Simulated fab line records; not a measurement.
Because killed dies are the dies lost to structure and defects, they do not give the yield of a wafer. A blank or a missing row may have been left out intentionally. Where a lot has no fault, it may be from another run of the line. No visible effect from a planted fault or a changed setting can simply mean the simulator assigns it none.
fab line records	flow n5_finfet
record lots=7	wafers=39
route steps=1938 shown GATE_CUT@477
start_h: hours from the record's first day to the start of the lot's first wafer shown	wait_h: hours from the lot's prior step to this one	" same as the row above	L1.1+2: a single row standing in for several wafers	- either no value or no given start	* or withheld: withheld	< > ~ a bound
route shown NAME@n: names a module that has steps shown in the file, with the first one's number in the route	usual: mean/standard deviation taken from wafers without a fault	same: alike in all rows	chamber/n: place in a boat	sites: each site's reading	_std_site: standard deviation across them	_edge_site: outer sites' mean less inner sites'	radius_mm: how far each site lies from the wafer's centre	mask NAME#n: copy n	behind: the last tool/chamber to shape the wafer	hold: why the lot was held/for how many hours/how that ended	device: transistor that didn't switch, given as n, p or np	end of line: the same wafers' tests at the end of the route	a step given without rows: its recipe and nothing more	killed: dies that structure and defects cost at the first sort, which is not the same as the wafer's yield	map: shows each die of a wafer: x if killed, . if not, _ if none is there
set.NAME: the setting as run; set.NAME@STEP: as run at that earlier step	model.NAME: the simulator's own value behind a step, which no gauge read
lots whose settings were changed on purpose; a table a step, a row a wafer
## steps
# step N5_GATE_CUT_HM_DEP_46
# recipe material=SiO2	target_thk_a=1300	temp_c=400	precursor=TEOS/O2	pressure_torr=6.5	rf_w=900	teos_flow_sccm=161.4	gas=O2	flow_sccm=2650	time_s=26.6
lot.wafer	tool	chamber	start_h	wait_h	set.time_s	model.SiO2_of_GATE_CUT_HM_DEP_46.thk_nm
L077.1	pecvd-04	0	105.27	0.0	26.6	130
L077.2	"	1	"	"	30.4	147.4
L077.3	"	2	"	"	30.4	147.8
L077.4	"	1	"	"	26.6	131
L077.5	"	0	"	"	30.4	149.4
L077.6	"	2	"	"	26.6	131.4
L078.1	pecvd-01	1	107.40	0.0	30.68	147.8
L078.2	"	2	"	"	26.6	129.8
L078.3	"	0	"	"	26.6	131
L078.4	"	2	"	"	30.68	151.4
L078.5	"	0	"	"	30.68	151.6
L078.6	"	1	"	"	26.6	131.4
L082.1	pecvd-04	0	133.12	0.0	26.6	128.2
L082.2	"	2	"	"	26.6	128
L082.3	"	1	"	"	26.6	126.6
L082.4	"	2	"	"	26.6	129
L082.5	"	0	"	"	26.6	129.8
L082.6	"	1	"	"	26.6	130.2
L086.1	pecvd-01	2	153.38	0.0	26.6	128.4
L086.2	"	0	"	"	25.38	122.8
L086.3	"	1	"	"	25.38	122.2
L086.4	"	0	"	"	26.6	130.6
L086.5	"	2	"	"	25.38	125.4
L086.6	"	1	"	"	26.6	130.2
L088.1	pecvd-02	1	170.98	0.0	26.6	131.6
L088.2	"	0	"	"	26.6	129
L088.3	"	2	"	"	28.17	140
L088.4	"	1	"	"	26.6	132.8
L088.5	"	2	"	"	28.17	141.4
L088.6	"	0	"	"	28.17	139.6
L090.1	pecvd-02	2	177.64	0.0	26.6	130.6
L090.2+3	"	1,0	"	"	26.6	130.2
L090.4	"	1	"	"	26.6	133
L090.5	"	0	"	"	26.6	133.2
L090.6	"	2	"	"	26.6	135
L093.1	pecvd-02	1	197.49	0.0	26.6	131
L093.4	"	2	"	"	26.6	131.2
L093.6	"	1	"	"	26.6	131.8
# step N5_GATE_CUT_COAT_34
# recipe resist=SOC	temp_c=250	time_s=60	spin_rpm=1500	resist_thk_nm=60
# step N5_GATE_CUT_COAT_35
# recipe resist=SiARC	temp_c=220	time_s=60	spin_rpm=1500	resist_thk_nm=10
# step N5_GATE_CUT_STRIP_38
# recipe chemistry=N2/H2	temp_c=40	n2_flow_sccm=200	h2_flow_sccm=200	rf_frequency_hz=6e+07
# step N5_GATE_CUT_STRIP_39
# recipe chemistry=N2/H2	temp_c=40	n2_flow_sccm=200	h2_flow_sccm=200	rf_frequency_hz=6e+07
# step N5_GATE_CUT_HM_OPEN_40
# recipe chemistry=C4F6/O2	target=SiO2	mask_material=SiARC	target_depth_a=1390	time_s=85.1	ion_energy_ev=250	pressure_mtorr=30	source_w=345	bias_w=185	Ar_flow_sccm=300	C4F6_flow_sccm=10	O2_flow_sccm=10	ends=cleared
# usual etch_rf_on_time_s=93.7/1.6
lot.wafer	tool	chamber	start_h	wait_h	set.time_s@GATE_CUT_HM_DEP_46	etch_rf_on_time_s	model.etch.depth_nm	model.SOC_of_GATE_CUT_COAT_34.thk_nm
L077.1	rie_diel-01	1	106.07	0.0	26.6	95.0	129.9	33
L077.2	"	2	"	"	30.4	106.0	147.5	28.8
L077.3	"	0	"	"	30.4	107.4	147.8	29
L077.4	"	1	"	"	26.6	95.6	131.1	32.6
L077.5	"	0	"	"	30.4	109.8	149.4	28.8
L077.6	"	2	"	"	26.6	93.9	131.4	32.4
L078.1	rie_diel-06	3	108.15	0.0	30.68	105.0	147.8	28.6
L078.2	"	1	"	"	26.6	93.5	129.8	33.2
L078.3	"	0	"	"	26.6	94.6	130.9	32.4
L078.4	"	2	"	"	30.68	110.4	151.3	28.4
L078.5	"	2	"	"	30.68	110.6	151.5	28.4
L078.6	"	3	"	"	26.6	93.7	131.3	32.2
L082.1	rie_diel-01	2	133.88	0.0	26.6	91.0	128.2	32.8
L082.2	"	1	"	"	26.6	93.2	128	33
L082.3	"	3	"	"	26.6	90.4	126.7	33.4
L082.4	"	0	"	"	26.6	94.4	129	33
L082.5	"	0	"	"	26.6	94.6	129.8	32.8
L082.6	"	3	"	"	26.6	93.0	130.2	32.8
L086.1	rie_diel-01	0	154.18	0.0	26.6	93.3	128.5	33.2
L086.2	"	2	"	"	25.38	86.5	122.9	34.2
L086.3	"	1	"	"	25.38	88.4	122.1	34.6
L086.4	"	3	"	"	26.6	93.3	130.7	32.6
L086.5	"	1	"	"	25.38	90.9	125.4	34
L086.6	"	0	"	"	26.6	94.3	130.2	33
L088.1	rie_diel-02	0	171.72	0.0	26.6	95.1	131.5	32.6
L088.2	"	2	"	"	26.6	93.1	129	33.2
L088.3	"	1	"	"	28.17	100.9	140	31
L088.4	"	3	"	"	26.6	97.7	132.9	32.2
L088.5	"	0	"	"	28.17	102.9	141.3	30.8
L088.6	"	1	"	"	28.17	101.2	139.6	31
L090.1	rie_diel-06	3	178.41	0.0	26.6	95.2	130.7	32.6
L090.2	"	2	"	"	26.6	96.1	130.2	32.8
L090.3	"	0	"	"	26.6	93.6	130.3	32.6
L090.4	"	1	"	"	26.6	97.6	133.1	32.8
L090.5	"	3	"	"	26.6	96.8	133.2	32
L090.6	"	0	"	"	26.6	96.8	134.9	31.8
L093.1	rie_diel-01	2	198.11	0.0	26.6	93.1	130.9	32.4
L093.4	"	1	"	"	26.6	95.5	131.2	32.6
L093.6	"	3	"	"	26.6	95.0	131.8	32.2
# step N5_GATE_CUT_STRIP_41
# recipe chemistry=CF4	resist=SiARC	power_w=300	bias_power_w=75	pressure_mtorr=50	cf4_flow_sccm=150	rf_frequency_hz=6e+07
# step N5_GATE_CUT_STRIP_42
# recipe chemistry=O2	power_w=400	temp_c=40	pressure_mtorr=30	rf_frequency_hz=6e+07	bias_power_w=0	overash_fraction=0.3	o2_flow_sccm=225
# step N5_GATE_CUT_ALD_22
# recipe material=SiNx	target_thk_a=160	temp_c=400	ald_precursor_family=SiH2I2	ald_co_reactant=N2/H2-plasma	pulse_time_s=1	ald_cycles=320	purge_time_s=2	co_reactant_purge_time_s=2	pressure_torr=2
# step N5_GATE_CUT_CMP_23
# recipe stop_on=SiO2	t_overpolish_s=23.4	post_cmp_clean=alkaline_brush	down_force_psi=2.5	platen_rpm=51.8	pad_velocity_m_s=1.0307	target_thk_nm=16
# step N5_GATE_CUT_THK_MEAS_24
# recipe reads=SiO2_of_GATE_CUT_HM_DEP_46+SiO2_flowable_of_ILD0_FCVD_FILL_01
# usual GC_FILL_THK=219.9/1.7
lot.wafer	tool	chamber	start_h	wait_h	set.time_s@GATE_CUT_HM_DEP_46	GC_FILL_THK[nm]
L077.1	film_metro-02	-	108.53	-	26.6	220.2
L077.2	"	-	"	"	30.4	238.4
L077.3	"	-	"	"	30.4	238.0
L077.4	"	-	"	"	26.6	220.9
L077.5	"	-	"	"	30.4	239.2
L077.6	"	-	"	"	26.6	220.5
L078.1	film_metro-01	-	110.60	-	30.68	237.9
L078.2	"	-	"	"	26.6	219.0
L078.3	"	-	"	"	26.6	222.3
L078.4	"	-	"	"	30.68	242.1
L078.5	"	-	"	"	30.68	241.2
L078.6	"	-	"	"	26.6	222.2
L082.1	film_metro-02	-	136.38	-	26.6	219.7
L082.2	"	-	"	"	26.6	219.2
L082.3	"	-	"	"	26.6	217.2
L082.4	"	-	"	"	26.6	220.4
L082.5	"	-	"	"	26.6	220.6
L082.6	"	-	"	"	26.6	221.8
L086.1	film_metro-01	-	157.15	-	26.6	219.7
L086.2	"	-	"	"	25.38	213.3
L086.3	"	-	"	"	25.38	212.0
L086.4	"	-	"	"	26.6	221.6
L086.5	"	-	"	"	25.38	216.6
L086.6	"	-	"	"	26.6	222.2
L088.1	film_metro-02	-	174.34	-	26.6	220.9
L088.2	"	-	"	"	26.6	217.8
L088.3	"	-	"	"	28.17	229.5
L088.4	"	-	"	"	26.6	223.0
L088.5	"	-	"	"	28.17	230.9
L088.6	"	-	"	"	28.17	228.6
L090.1	film_metro-01	-	180.87	-	26.6	222.2
L090.2	"	-	"	"	26.6	220.4
L090.3	"	-	"	"	26.6	221.1
L090.4	"	-	"	"	26.6	224.1
L090.5	"	-	"	"	26.6	223.3
L090.6	"	-	"	"	26.6	225.3
L093.1	film_metro-01	-	200.68	-	26.6	219.6
L093.4	"	-	"	"	26.6	218.9
L093.6	"	-	"	"	26.6	219.0
# step N5_GATE_CUT_CMP_43
# recipe material=SiO2	post_cmp_clean=rinse_only
lot.wafer	tool	chamber	start_h	wait_h	set.time_s@GATE_CUT_HM_DEP_46	model.SiO2_of_GATE_CUT_HM_DEP_46.thk_nm
L077.4+1+6	cmp-01	2,3,3	108.56	0.0	26.6	5
L077.2+3	"	0,1	"	"	30.4	5.8
L077.5	"	2	"	"	30.4	6
L078.1	cmp-01	0	110.63	0.0	30.68	5.8
L078.2+3+6	"	1,2,1	"	"	26.6	5
L078.4+5	"	3,0	"	"	30.68	6
L082.4+2+1+5+6	cmp-03	0,2,3,0,1	136.41	0.0	26.6	5
L082.3	"	1	"	"	26.6	4.8
L086.3+2	cmp-02	2,0	157.18	0.0	25.38	4.6
L086.1+4+6	"	3,1,3	"	"	26.6	5
L086.5	"	2	"	"	25.38	4.8
L088.3+6	cmp-01	3	174.37	0.0	28.17	5.4
L088.4	"	0	"	"	26.6	5.2
L088.2+1	"	1,2	"	"	26.6	5
L088.5	"	0	"	"	28.17	5.6
L090.3+2+1	cmp-02	0,2,3	180.90	0.0	26.6	5
L090.4+6+5	"	1,0,1	"	"	26.6	5.2
L093.4+1+6	cmp-02	2,0,1	200.79	0.1	26.6	5
## key
split step=N5_GATE_CUT_HM_DEP_46	setting=time_s	stated=26.6	by=wafer
response step=N5_GATE_CUT_HM_DEP_46	reading=model.SiO2_of_GATE_CUT_HM_DEP_46.thk_nm	change=+1.27	per=1%	r=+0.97
response step=N5_GATE_CUT_HM_OPEN_40	reading=etch_rf_on_time_s	change=*	per=1%	r=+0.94
response step=N5_GATE_CUT_HM_OPEN_40	reading=model.etch.depth_nm	change=+1.27	per=1%	r=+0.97
response step=N5_GATE_CUT_HM_OPEN_40	reading=model.SOC_of_GATE_CUT_COAT_34.thk_nm	change=-0.271	per=1%	r=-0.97
response step=N5_GATE_CUT_THK_MEAS_24	reading=GC_FILL_THK	change=+1.29	per=1%	r=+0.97
response step=N5_GATE_CUT_CMP_43	reading=model.SiO2_of_GATE_CUT_HM_DEP_46.thk_nm	change=+0.0618	per=1%	r=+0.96
